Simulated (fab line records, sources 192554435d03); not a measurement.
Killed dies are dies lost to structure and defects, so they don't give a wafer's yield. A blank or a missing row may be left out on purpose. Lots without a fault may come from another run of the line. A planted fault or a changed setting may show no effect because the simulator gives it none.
fab line records | flow n5_finfet
record lots=24 wafers=72 last_day=18
route steps=1938 shown BEOL_M1@815 BEOL_M2@843
lots that met no fault: from a run of the same line without faults
start_h: hours from the record's first day to the start of the lot's first wafer shown | wait_h: hours since the lot's step before | " the same as in the row above | L1.1+2: a row that stands for several wafers | - no value, or no start given | * or withheld: withheld | < > ~ a bound
route shown NAME@n: a module of which the file shows steps, and the number in the route of the first | usual: mean/standard deviation of fault-free wafers | same: alike in all rows | chamber/n: place in a boat | sites: the reading at each site | _std_site: their standard deviation | _edge_site: outer sites' mean less inner sites' | radius_mm: how far each site lies from the wafer's centre | mask NAME#n: copy n | behind: the tool/chamber that last shaped the wafer | hold: why the lot was held/for how many hours/how that ended | device: the transistor (n, p or np) that didn't switch | end of line: the same wafers' tests at the end of the route | a step without rows: its recipe alone | killed: dies lost to structure and defects at the first sort, not the wafer's yield | map: a wafer's dies, x killed, . not, _ none there
set.NAME: the setting as run; set.NAME@STEP: as run at that earlier step | model.NAME: the simulator's own value behind a step, which no gauge read
steps of the route over a sample of lots; a table a step, a row a wafer
services: from which hour (start_h, from the record's first day; less than 0 if before it) a tool's chamber was out of use, for how many hours, and why
## steps
# step N5_BEOL_M1_ANNEAL_49
# recipe temp_c=400 time_s=240 ambient=vacuum
# usual heater_power_w=857/77 susceptor_temp_C=399.98/0.22
# same time_s=240
# columns lot.wafer tool chamber start_h wait_h heater_power_w susceptor_temp_C
L074.1 pvd_sputter-02 - 125.00 0.0 1036 399.65
L074.4 " - " " 921 399.62
L074.5 " - " " 806 399.95
L075.2 pvd_sputter-03 - 131.60 0.0 781 399.62
L075.4 " - " " 842 400.43
L075.6 " - " " 874 400.10
L076.1 pvd_sputter-02 - 141.36 0.0 913 399.86
L076.2 " - " " 1035 399.94
L076.4 " - " " 809 399.97
L077.1 pvd_sputter-03 - 144.78 0.0 845 399.83
L077.2 " - " " 764 400.06
L077.5 " - " " 865 399.77
L078.2 pvd_sputter-02 - 154.42 0.0 1053 399.72
L078.4 " - " " 861 400.32
L078.6 " - " " 795 399.99
L079.3 pvd_sputter-01 - 158.43 0.0 802 399.93
L079.4 " - " " 878 399.71
L079.6 " - " " 841 399.68
L080.3 pvd_sputter-01 - 162.50 0.0 848 399.76
L080.5 " - " " 881 399.71
L080.6 " - " " 859 400.14
L081.2 pvd_sputter-02 - 172.14 0.0 829 399.90
L081.3 " - " " 873 400.24
L081.4 " - " " 1048 400.50
L082.2 pvd_sputter-03 - 179.93 0.0 859 400.09
L082.4 " - " " 743 400.18
L082.6 " - " " 851 399.67
L083.1 pvd_sputter-02 - 181.91 0.0 915 400.11
L083.2 " - " " 1026 400.29
L083.3 " - " " 843 400.10
L084.2 pvd_sputter-01 - 191.70 0.0 921 399.90
L084.4 " - " " 842 400.13
L084.5 " - " " 790 399.86
L085.1 pvd_sputter-01 - 196.59 0.0 902 400.03
L085.3 " - " " 902 400.05
L085.5 " - " " 893 399.89
L086.2 pvd_sputter-02 - 204.91 0.0 829 400.20
L086.3 " - " " 1022 399.78
L086.6 " - " " 862 399.78
L087.1 pvd_sputter-03 - 205.16 0.0 842 399.62
L087.3 " - " " 768 399.69
L087.6 " - " " 753 400.16
L089.1 pvd_sputter-03 - 214.94 0.0 758 400.13
L089.5 " - " " 787 400.00
L089.6 " - " " 844 399.97
L088.1 pvd_sputter-03 - 217.57 0.0 863 399.98
L088.4 " - " " 738 400.31
L088.6 " - " " 844 399.70
L090.1 pvd_sputter-03 - 223.23 0.0 728 399.98
L090.3 " - " " 758 399.81
L090.4 " - " " 858 400.04
L091.2 pvd_sputter-03 - 232.76 0.0 755 400.24
L091.5 " - " " 767 400.33
L091.6 " - " " 839 399.89
L092.1 pvd_sputter-03 - 240.89 0.0 746 400.31
L092.2 " - " " 881 400.23
L092.4 " - " " 867 400.04
L093.1 pvd_sputter-02 - 241.47 0.0 1045 399.88
L093.3 " - " " 811 399.80
L093.4 " - " " 926 400.24
L094.1 pvd_sputter-01 - 245.77 0.0 829 399.87
L094.5 " - " " 894 400.07
L094.6 " - " " 860 400.20
L095.3 pvd_sputter-01 - 248.90 0.0 894 400.06
L095.4 " - " " 811 400.01
L095.6 " - " " 815 399.92
L096.1 pvd_sputter-02 - 264.24 0.0 1054 400.41
L096.4 " - " " 857 399.95
L096.5 " - " " 1022 400.01
L097.1 pvd_sputter-01 - 280.28 0.0 845 399.88
L097.3 " - " " 835 400.17
L097.5 " - " " 802 400.27
# step N5_BEOL_M1_SPUTTER_79
# recipe material=Cu target_thk_a=45 temp_c=-20 chamber_pressure_pa=0.07 power_w=withheld time_s=8.29
# usual substrate_temp_c=-20.01/0.096 susceptor_temp_C=-20.00/0.1 throttle_valve_pct=29.8/0.76
# same time_s=8.29
# columns lot.wafer tool chamber start_h wait_h substrate_temp_c susceptor_temp_C throttle_valve_pct
L074.1 pvd_sputter-02 - 125.14 0.1 -20.05 -19.95 31.6
L074.4 " - " " -19.81 -19.73 29.9
L074.5 " - " " -19.94 -20.07 29.2
L075.2 pvd_sputter-03 - 131.74 0.1 -20.04 -20.04 30.3
L075.4 " - " " -20.00 -19.95 29.9
L075.6 " - " " -20.10 -19.90 29.2
L076.1 pvd_sputter-02 - 141.50 0.1 -20.16 -20.01 30.3
L076.2 " - " " -20.10 -19.99 31.1
L076.4 " - " " -20.09 -19.95 29.2
L077.1 pvd_sputter-03 - 144.92 0.1 -19.92 -19.94 29.0
L077.2 " - " " -20.03 -19.94 29.5
L077.5 " - " " -19.94 -20.11 29.5
L078.2 pvd_sputter-02 - 154.56 0.1 -20.08 -19.95 31.3
L078.4 " - " " -19.92 -20.00 28.7
L078.6 " - " " -20.11 -20.11 29.3
L079.3 pvd_sputter-01 - 158.57 0.1 -19.79 -20.08 29.4
L079.4 " - " " -19.75 -19.92 29.7
L079.6 " - " " -20.10 -19.93 30.2
L080.3 pvd_sputter-01 - 162.64 0.1 -19.97 -20.04 29.9
L080.5 " - " " -20.23 -19.94 29.6
L080.6 " - " " -19.96 -20.05 30.1
L081.2 pvd_sputter-02 - 172.28 0.1 -20.02 -20.11 29.3
L081.3 " - " " -20.03 -20.07 28.7
L081.4 " - " " -19.86 -19.81 31.0
L082.2 pvd_sputter-03 - 180.07 0.1 -20.10 -20.19 28.9
L082.4 " - " " -20.08 -20.03 29.3
L082.6 " - " " -19.96 -20.25 29.1
L083.1 pvd_sputter-02 - 182.05 0.1 -19.93 -20.09 29.8
L083.2 " - " " -20.11 -19.89 31.2
L083.3 " - " " -19.88 -19.97 28.8
L084.2 pvd_sputter-01 - 191.84 0.1 -20.00 -19.99 29.9
L084.4 " - " " -20.03 -20.11 29.4
L084.5 " - " " -20.08 -20.11 29.2
L085.1 pvd_sputter-01 - 196.73 0.1 -19.98 -19.89 31.0
L085.3 " - " " -20.05 -20.08 29.8
L085.5 " - " " -19.84 -20.02 29.7
L086.2 pvd_sputter-02 - 205.05 0.1 -19.86 -19.92 28.9
L086.3 " - " " -19.92 -19.97 31.1
L086.6 " - " " -19.92 -19.75 28.8
L087.1 pvd_sputter-03 - 205.30 0.1 -20.03 -20.08 29.1
L087.3 " - " " -19.99 -19.99 30.5
L087.6 " - " " -20.00 -20.09 30.6
L089.1 pvd_sputter-03 - 215.08 0.1 -20.29 -19.89 29.3
L089.5 " - " " -20.09 -20.00 30.5
L089.6 " - " " -19.85 -20.06 29.1
L088.1 pvd_sputter-03 - 217.71 0.1 -19.94 -20.06 29.5
L088.4 " - " " -20.22 -19.96 29.6
L088.6 " - " " -19.94 -20.12 28.9
L090.1 pvd_sputter-03 - 223.37 0.1 -20.00 -20.05 29.4
L090.3 " - " " -20.04 -20.01 30.5
L090.4 " - " " -19.97 -20.08 29.3
L091.2 pvd_sputter-03 - 232.90 0.1 -20.00 -20.03 30.3
L091.5 " - " " -20.08 -19.86 30.7
L091.6 " - " " -19.92 -20.02 29.1
L092.1 pvd_sputter-03 - 241.03 0.1 -19.85 -19.92 30.5
L092.2 " - " " -20.06 -19.90 29.3
L092.4 " - " " -20.00 -19.99 29.7
L093.1 pvd_sputter-02 - 241.61 0.1 -20.01 -20.14 31.3
L093.3 " - " " -19.83 -20.06 29.2
L093.4 " - " " -20.05 -20.04 29.8
L094.1 pvd_sputter-01 - 245.91 0.1 -19.95 -20.15 29.4
L094.5 " - " " -20.01 -19.92 29.8
L094.6 " - " " -19.87 -20.06 30.3
L095.3 pvd_sputter-01 - 249.04 0.1 -20.10 -19.93 29.7
L095.4 " - " " -20.00 -20.27 29.4
L095.6 " - " " -19.97 -20.11 29.6
L096.1 pvd_sputter-02 - 264.38 0.1 -19.97 -20.03 31.5
L096.4 " - " " -20.14 -19.93 28.6
L096.5 " - " " -19.98 -19.99 31.3
L097.1 pvd_sputter-01 - 280.42 0.1 -19.98 -19.99 30.3
L097.3 " - " " -19.96 -20.06 29.4
L097.5 " - " " -20.07 -20.00 29.5
# step N5_BEOL_M1_THK_MEAS_53
# recipe thk_meas_gauge=xrf reads=Cu_of_BEOL_M1_ECD_50
# usual M1_THK=40.1/1.6
# columns lot.wafer tool chamber start_h wait_h M1_THK[nm]
L074.1 film_metro-01 - 127.58 - 40.2
L074.4 " - " " 41.3
L074.5 " - " " 41.7
L075.2 film_metro-01 - 134.07 - 40.0
L075.4 " - " " 41.2
L075.6 " - " " 41.9
L076.1 film_metro-02 - 144.25 - 37.7
L076.2 " - " " 38.5
L076.4 " - " " 40.3
L077.1 film_metro-02 - 149.60 - 36.9
L077.2 " - " " 38.0
L077.5 " - " " 38.6
L078.2 film_metro-02 - 159.58 - 38.6
L078.4 " - " " 41.1
L078.6 " - " " 41.7
L079.3 film_metro-01 - 164.05 - 39.3
L079.4 " - " " 41.0
L079.6 " - " " 41.3
L080.3 film_metro-02 - 168.35 - 39.5
L080.5 " - " " 40.9
L080.6 " - " " 41.0
L081.2 film_metro-01 - 177.31 - 39.3
L081.3 " - " " 37.9
L081.4 " - " " 41.8
L082.2 film_metro-01 - 186.61 - 39.3
L082.4 " - " " 41.4
L082.6 " - " " 41.0
L083.1 film_metro-02 - 187.97 - 39.8
L083.2 " - " " 40.1
L083.3 " - " " 42.1
L084.2 film_metro-02 - 196.82 - 37.4
L084.4 " - " " 41.4
L084.5 " - " " 39.4
L085.1 film_metro-02 - 201.52 - 39.4
L085.3 " - " " 40.6
L085.5 " - " " 41.3
L086.2 film_metro-01 - 208.97 - 39.8
L086.3 " - " " 42.3
L086.6 " - " " 42.3
L087.1 film_metro-01 - 210.68 - 41.1
L087.3 " - " " 38.5
L087.6 " - " " 42.1
L089.1 film_metro-01 - 220.15 - 37.0
L089.5 " - " " 38.9
L089.6 " - " " 39.9
L088.1 film_metro-02 - 222.25 - 40.2
L088.4 " - " " 43.3
L088.6 " - " " 42.9
L090.1 film_metro-02 - 227.29 - 40.9
L090.3 " - " " 40.4
L090.4 " - " " 41.0
L091.2 film_metro-02 - 236.77 - 36.7
L091.5 " - " " 38.9
L091.6 " - " " 39.7
L092.1 film_metro-01 - 243.37 - 41.8
L092.2 " - " " 40.1
L092.4 " - " " 41.5
L093.1 film_metro-01 - 244.58 - 40.7
L093.3 " - " " 39.8
L093.4 " - " " 40.6
L094.1 film_metro-01 - 248.28 - 41.0
L094.5 " - " " 39.8
L094.6 " - " " 41.9
L095.3 film_metro-02 - 251.37 - 39.4
L095.4 " - " " 40.3
L095.6 " - " " 40.9
L096.1 film_metro-02 - 267.43 - 37.7
L096.4 " - " " 40.5
L096.5 " - " " 39.3
L097.1 film_metro-01 - 282.79 - 36.9
L097.3 " - " " 35.8
L097.5 " - " " 38.7
# step N5_BEOL_M1_PRE_CLEAN_60
# recipe gas=NH3/H2 time_s=15 temp_c=* rf_power_w=300
# usual heater_power_w=84/19 susceptor_temp_C=*
# same time_s=15
# columns lot.wafer tool chamber start_h wait_h heater_power_w susceptor_temp_C
L074.1 cvd_co-01 1 127.62 0.0 76 *
L074.4 " 2 " " 64 *
L074.5 " 1 " " 74 *
L075.2 cvd_co-01 1 134.11 0.0 78 *
L075.4 " 0 " " 77 *
L075.6 " 2 " " 64 *
L076.1 cvd_co-02 2 144.28 0.0 75 *
L076.2 " 1 " " 118 *
L076.4 " 2 " " 74 *
L077.1 cvd_co-02 1 149.64 0.0 116 *
L077.2 " 2 " " 73 *
L077.5 " 1 " " 115 *
L078.2 cvd_co-02 2 159.61 0.0 74 *
L078.4 " 2 " " 73 *
L078.6 " 1 " " 117 *
L079.3 cvd_co-01 2 164.08 0.0 61 *
L079.4 " 2 " " 63 *
L079.6 " 1 " " 78 *
L080.3 cvd_co-02 1 168.39 0.0 115 *
L080.5 " 1 " " 110 *
L080.6 " 2 " " 75 *
L081.2 cvd_co-01 2 177.34 0.0 63 *
L081.3 " 1 " " 76 *
L081.4 " 2 " " 63 *
L082.2 cvd_co-02 1 186.64 0.0 116 *
L082.4 " 2 " " 76 *
L082.6 " 0 " " 117 *
L083.1 cvd_co-01 0 188.01 0.0 79 *
L083.2 " 1 " " 76 *
L083.3 " 2 " " 62 *
L084.2 cvd_co-01 1 196.86 0.0 77 *
L084.4 " 0 " " 78 *
L084.5 " 0 " " 79 *
L085.1 cvd_co-02 2 201.59 0.1 75 *
L085.3 " 1 " " 114 *
L085.5 " 0 " " 116 *
L086.2 cvd_co-02 2 209.01 0.0 74 *
L086.3 " 1 " " 116 *
L086.6 " 1 " " 115 *
L087.1 cvd_co-01 1 210.72 0.0 78 *
L087.3 " 2 " " 64 *
L087.6 " 1 " " 76 *
L089.1 cvd_co-01 2 220.18 0.0 64 *
L089.5 " 2 " " 64 *
L089.6 " 1 " " 77 *
L088.1 cvd_co-02 2 222.28 0.0 74 *
L088.4 " 2 " " 76 *
L088.6 " 1 " " 113 *
L090.1 cvd_co-01 1 227.32 0.0 77 *
L090.3 " 2 " " 63 *
L090.4 " 1 " " 78 *
L091.2 cvd_co-02 1 236.81 0.0 114 *
L091.5 " 2 " " 77 *
L091.6 " 0 " " 119 *
L092.1 cvd_co-01 2 243.41 0.0 63 *
L092.2 " 1 " " 77 *
L092.4 " 1 " " 77 *
L093.1 cvd_co-01 0 244.85 0.3 80 *
L093.3 " 2 " " 65 *
L093.4 " 2 " " 64 *
L094.1 cvd_co-01 0 248.32 0.0 80 *
L094.5 " 0 " " 79 *
L094.6 " 1 " " 75 *
L095.3 cvd_co-01 0 251.41 0.0 80 *
L095.4 " 1 " " 78 *
L095.6 " 2 " " 63 *
L096.1 cvd_co-01 2 267.47 0.0 65 *
L096.4 " 1 " " 78 *
L096.5 " 2 " " 63 *
L097.1 cvd_co-01 2 282.83 0.0 64 *
L097.3 " 0 " " 81 *
L097.5 " 1 " " 76 *
# step N5_BEOL_M2_PECVD_72
# recipe material=SiO2 target_thk_a=160 temp_c=400 precursor=TEOS/O2 pressure_torr=5.5 rf_w=450 teos_flow_sccm=53.8 gas=O2 flow_sccm=3000 time_s=18
# usual heater_power_w=723/120 showerhead_plenum_p_Torr=8.75/0.071 susceptor_temp_C=400.01/0.21 throttle_valve_pct=21.8/1.1
# same time_s=18
# columns lot.wafer tool chamber start_h wait_h heater_power_w showerhead_plenum_p_Torr susceptor_temp_C throttle_valve_pct
L074.1 pecvd-02 1 128.01 0.0 649 8.69 400.46 20.6
L074.4 " 0 " " 647 8.72 400.10 21.0
L074.5 " 2 " " 816 8.80 400.08 20.5
L075.2 pecvd-03 1 134.50 0.0 723 8.83 400.05 21.8
L075.4 " 1 " " 740 8.86 400.07 22.0
L075.6 " 0 " " 722 8.74 400.21 24.1
L076.1 pecvd-02 0 144.69 0.0 777 8.73 400.24 20.7
L076.2 " 1 " " 617 8.66 400.20 20.7
L076.4 " 2 " " 717 8.82 399.89 20.4
L077.1 pecvd-04 1 150.03 0.0 455 8.67 400.07 22.3
L077.2 " 0 " " 497 8.74 399.93 21.4
L077.5 " 2 " " 890 8.91 400.05 22.8
L078.2 pecvd-03 1 160.00 0.0 705 8.82 399.95 22.0
L078.4 " 1 " " 731 8.85 400.10 22.0
L078.6 " 2 " " 950 8.68 400.07 21.9
L079.3 pecvd-04 2 164.47 0.0 778 8.91 399.55 22.7
L079.4 " 2 " " 773 8.92 399.65 22.4
L079.6 " 0 " " 533 8.73 400.16 21.4
L080.3 pecvd-02 0 168.78 0.0 738 8.71 400.27 21.1
L080.5 " 0 " " 749 8.70 399.85 21.3
L080.6 " 2 " " 757 8.81 399.58 20.2
L081.2 pecvd-02 0 177.73 0.0 776 8.73 400.15 21.0
L081.3 " 2 " " 844 8.82 399.55 20.3
L081.4 " 0 " " 779 8.73 400.04 21.2
L082.2 pecvd-03 0 187.04 0.0 796 8.76 400.05 24.0
L082.4 " 1 " " 680 8.82 399.81 21.8
L082.6 " 2 " " 845 8.69 400.00 21.7
L083.1 pecvd-03 1 188.40 0.0 754 8.82 400.06 22.0
L083.2 " 2 " " 916 8.70 400.12 21.9
L083.3 " 0 " " 683 8.74 400.11 24.0
L084.2 pecvd-04 0 197.32 0.0 598 8.73 399.96 21.2
L084.4 " 2 " " 836 8.90 400.04 22.3
L084.5 " 1 " " 448 8.67 400.15 22.7
L085.1 pecvd-02 1 201.98 0.0 695 8.67 400.16 20.6
L085.3 " 2 " " 774 8.79 400.13 20.1
L085.5 " 0 " " 647 8.70 400.22 21.3
L086.2 pecvd-03 2 209.42 0.0 802 8.69 400.08 22.0
L086.3 " 0 " " 686 8.77 400.00 23.7
L086.6 " 1 " " 705 8.85 399.78 21.7
L087.1 pecvd-03 1 211.18 0.0 649 8.85 400.22 22.2
L087.3 " 0 " " 808 8.74 399.72 24.0
L087.6 " 1 " " 636 8.83 400.26 22.0
L089.1 pecvd-03 0 220.60 0.0 728 8.75 400.18 24.0
L089.5 " 1 " " 673 8.84 399.70 21.8
L089.6 " 0 " " 723 8.77 400.29 24.0
L088.1 pecvd-03 2 222.71 0.0 938 8.69 400.33 21.9
L088.4 " 2 " " 948 8.70 399.67 22.0
L088.6 " 0 " " 758 8.76 399.74 24.0
L090.1 pecvd-04 0 227.75 0.0 623 8.73 399.70 21.4
L090.3 " 1 " " 479 8.65 400.15 22.7
L090.4 " 0 " " 605 8.72 399.54 21.6
L091.2 pecvd-02 1 237.20 0.0 708 8.69 400.20 20.5
L091.5 " 2 " " 757 8.80 399.88 20.4
L091.6 " 0 " " 714 8.75 400.23 21.2
L092.1 pecvd-03 1 243.81 0.0 674 8.84 399.94 22.3
L092.2 " 0 " " 792 8.78 400.00 23.6
L092.4 " 2 " " 847 8.69 400.00 22.0
L093.1 pecvd-03 0 245.24 0.0 752 8.76 399.77 23.9
L093.3 " 2 " " 845 8.72 399.75 22.0
L093.4 " 0 " " 742 8.75 399.66 23.9
L094.1 pecvd-03 0 248.71 0.0 774 8.76 400.13 23.8
L094.5 " 0 " " 760 8.74 399.96 23.6
L094.6 " 2 " " 898 8.70 399.99 22.1
L095.3 pecvd-02 2 251.80 0.0 791 8.79 399.99 20.5
L095.4 " 1 " " 656 8.67 399.96 20.6
L095.6 " 0 " " 794 8.72 399.95 21.4
L096.1 pecvd-02 1 267.86 0.0 667 8.66 400.11 20.5
L096.4 " 1 " " 664 8.70 400.35 20.8
L096.5 " 0 " " 712 8.74 399.82 21.2
L097.1 pecvd-04 2 283.29 0.0 873 8.90 399.54 19.3
L097.3 " 2 " " 888 8.89 399.93 19.4
L097.5 " 2 " " 886 8.89 399.69 19.4
# step N5_BEOL_M2_HM_OPEN_17
# recipe chemistry=Cl2/BCl3 target_depth_a=200 overetch_a=60 target=TiN mask_material=SOC ion_energy_ev=150 pressure_mtorr=10 icp_w=1000 bias_w=126 Cl2_flow_sccm=53.25 bcl3_flow_sccm=21.75 Ar_flow_sccm=25
# usual drypump_motor_current_A=5.9/0.33 he_backside_leak_sccm=3.43/0.22 mfc_ar_sccm=24.99/0.074 oes_product_au=0.68/0.092 throttle_valve_pct=21.99/0.13
# columns lot.wafer tool chamber start_h wait_h drypump_motor_current_A he_backside_leak_sccm mfc_ar_sccm oes_product_au rf_hours_counter_h throttle_valve_pct
L074.1 rie_metal-02 0 131.29 0.0 6.2 3.44 24.81 0.70 29 22.05
L074.4 " 0 " " 6.1 3.38 24.92 0.69 - 22.07
L074.5 " 1 " " 6.2 3.66 25.02 0.82 - 21.77
L075.2 rie_metal-02 1 136.06 0.0 6.2 3.50 24.90 0.82 1 21.77
L075.4 " 0 " " 6.2 3.20 24.90 0.70 - 22.04
L075.6 " 0 " " 6.2 3.15 24.92 0.70 - 22.04
L076.1 rie_metal-01 1 145.90 0.0 5.4 3.71 25.06 0.55 104 22.18
L076.2 " 0 " " 5.6 3.24 24.93 0.77 10 22.02
L076.4 " 1 " " 5.4 3.60 25.05 0.55 - 22.18
L077.1 rie_metal-03 0 152.02 0.0 6.1 3.07 24.87 0.55 98 21.94
L077.2 " 1 " " 5.8 3.71 25.00 0.68 36 21.96
L077.5 " 0 " " 6.1 3.25 25.16 0.55 - 21.94
L078.2 rie_metal-02 0 161.41 0.0 6.1 3.02 24.89 0.70 31 22.03
L078.4 " 0 " " 6.1 3.18 25.11 0.70 - 22.05
L078.6 " 0 " " 6.2 3.13 24.96 0.69 - 22.04
L079.3 rie_metal-02 1 165.58 0.1 6.2 3.55 25.08 0.80 - 21.78
L079.4 " 0 " " 6.1 3.36 25.03 0.70 - 22.03
L079.6 " 0 " " 6.1 3.20 24.98 0.69 - 22.04
L080.3 rie_metal-02 0 171.41 0.1 6.2 3.32 25.04 0.69 - 22.05
L080.5 " 1 " " 6.2 3.37 25.02 0.79 - 21.78
L080.6 " 0 " " 6.2 3.36 25.03 0.69 - 22.05
L081.2 rie_metal-03 0 180.07 0.0 6.1 3.37 24.99 0.55 100 21.97
L081.3 " 1 " " 5.8 3.20 25.08 0.67 - 21.96
L081.4 " 0 " " 6.1 3.45 25.06 0.55 - 21.94
L082.2 rie_metal-01 1 188.90 0.0 5.4 3.48 25.03 0.55 107 22.18
L082.4 " 0 " " 5.5 3.70 24.86 0.75 - 22.03
L082.6 " 1 " " 5.4 3.42 24.96 0.55 - 22.20
L083.1 rie_metal-03 1 190.28 0.0 5.8 3.35 25.17 0.67 40 21.96
L083.2 " 0 " " 6.1 2.96 24.92 0.56 101 21.95
L083.3 " 0 " " 6.1 3.06 24.96 0.55 - 21.94
L084.2 rie_metal-02 1 199.14 0.0 6.2 3.41 24.89 0.78 6 21.78
L084.4 " 0 " " 6.2 3.30 25.07 0.68 - 22.05
L084.5 " 1 " " 6.2 3.36 24.99 0.78 - 21.78
L085.1 rie_metal-02 1 204.56 0.0 6.2 3.41 24.93 0.79 6 21.77
L085.3 " 1 " " 6.2 3.55 24.98 0.79 - 21.78
L085.5 " 0 " " 6.2 3.18 25.15 0.69 - 22.03
L086.2 rie_metal-02 0 210.64 0.0 6.2 3.17 25.07 0.68 35 22.03
L086.3 " 0 " " 6.2 3.28 25.00 0.69 - 22.04
L086.6 " 0 " " 6.1 3.33 24.96 0.69 - 22.05
L087.1 rie_metal-02 0 212.01 0.0 6.2 3.31 25.04 0.68 35 22.06
L087.3 " 1 " " 6.2 3.50 24.97 0.78 - 21.79
L087.6 " 0 " " 6.2 3.17 24.98 0.67 - 22.06
L089.1 rie_metal-01 0 221.55 0.0 5.6 3.66 24.94 0.74 16 22.03
L089.5 " 1 " " 5.4 3.82 25.11 0.54 - 22.21
L089.6 " 0 " " 5.6 3.71 24.96 0.75 - 22.03
L088.1 rie_metal-01 1 223.66 0.0 5.3 3.81 25.00 0.54 110 22.19
L088.4 " 1 " " 5.4 3.63 24.94 0.54 - 22.18
L088.6 " 1 " " 5.4 3.61 24.98 0.54 - 22.21
L090.1 rie_metal-01 1 228.92 0.0 5.4 3.86 24.89 0.54 111 22.18
L090.3 " 0 " " 5.6 3.65 25.02 0.75 - 22.02
L090.4 " 1 " " 5.3 3.84 24.89 0.54 - 22.19
L091.2 rie_metal-01 0 240.42 0.0 5.5 3.23 24.92 0.74 17 22.01
L091.5 " 0 " " 5.6 3.27 24.91 0.74 - 22.04
L091.6 " 1 " " 5.3 3.48 24.94 0.55 - 22.19
L092.1 rie_metal-02 0 244.68 0.0 6.1 3.11 25.08 0.67 38 22.05
L092.2 " 1 " " 6.2 3.42 25.13 0.76 10 21.80
L092.4 " 0 " " 6.1 3.27 25.01 0.67 - 22.06
L093.1 rie_metal-01 1 247.53 0.0 5.4 3.37 24.91 0.54 112 22.19
L093.3 " 0 " " 5.6 3.21 25.01 0.74 - 22.02
L093.4 " 1 " " 5.4 3.72 24.93 0.54 - 22.20
L094.1 rie_metal-02 0 251.53 0.0 6.2 3.23 24.97 0.68 38 22.06
L094.5 " 0 " " 6.2 3.18 24.88 0.69 - 22.07
L094.6 " 1 " " 6.2 3.45 24.91 0.77 - 21.78
L095.3 rie_metal-03 1 254.39 0.1 5.8 3.35 24.98 0.66 - 21.98
L095.4 " 0 " " 6.1 3.48 24.96 0.55 - 21.98
L095.6 " 0 " " 6.1 3.49 25.08 0.55 - 21.95
L096.1 rie_metal-01 0 269.84 0.0 5.6 3.54 24.97 0.74 20 22.05
L096.4 " 0 " " 5.6 3.47 25.01 0.74 - 22.04
L096.5 " 0 " " 5.6 3.27 25.07 0.73 - 22.03
L097.1 rie_metal-03 1 284.51 0.0 5.8 3.37 24.99 0.66 49 21.98
L097.3 " 0 " " 6.1 3.47 24.88 0.54 - 21.96
L097.5 " 1 " " 5.8 3.33 24.98 0.66 - 21.98
## services
# columns tool chamber start_h hours kind
pecvd-04 - 108.50 5.5 pm
rie_metal-01 - 114.66 2.8 pm
cvd_co-02 1 114.67 - clean
cvd_co-02 1 114.67 22.0 scheduled_down
cvd_co-01 - 122.50 0.8 repair
rie_metal-03 0 129.62 17.6 repair
pecvd-03 0 143.65 5.5 scheduled_down
rie_metal-01 - 146.51 1.7 repair
pecvd-03 - 152.71 6.0 pm
cvd_co-01 - 153.72 6.9 pm
cvd_co-02 - 168.66 0.6 repair
pecvd-04 - 177.19 2.8 pm
cvd_co-01 2 189.17 15.3 repair
pecvd-03 1 193.72 6.0 repair
pecvd-04 - 194.54 2.1 repair
cvd_co-01 1 205.77 4.3 repair
cvd_co-01 0 208.60 9.6 repair
rie_metal-03 - 220.80 1.4 pm
cvd_co-02 - 227.63 6.0 pm
cvd_co-02 - 243.17 20.8 repair
pecvd-04 0 258.64 22.5 repair
pecvd-03 2 267.62 5.0 scheduled_down
pecvd-02 2 274.35 22.4 repair
pecvd-03 1 278.08 2.1 scheduled_down
## key
fault none
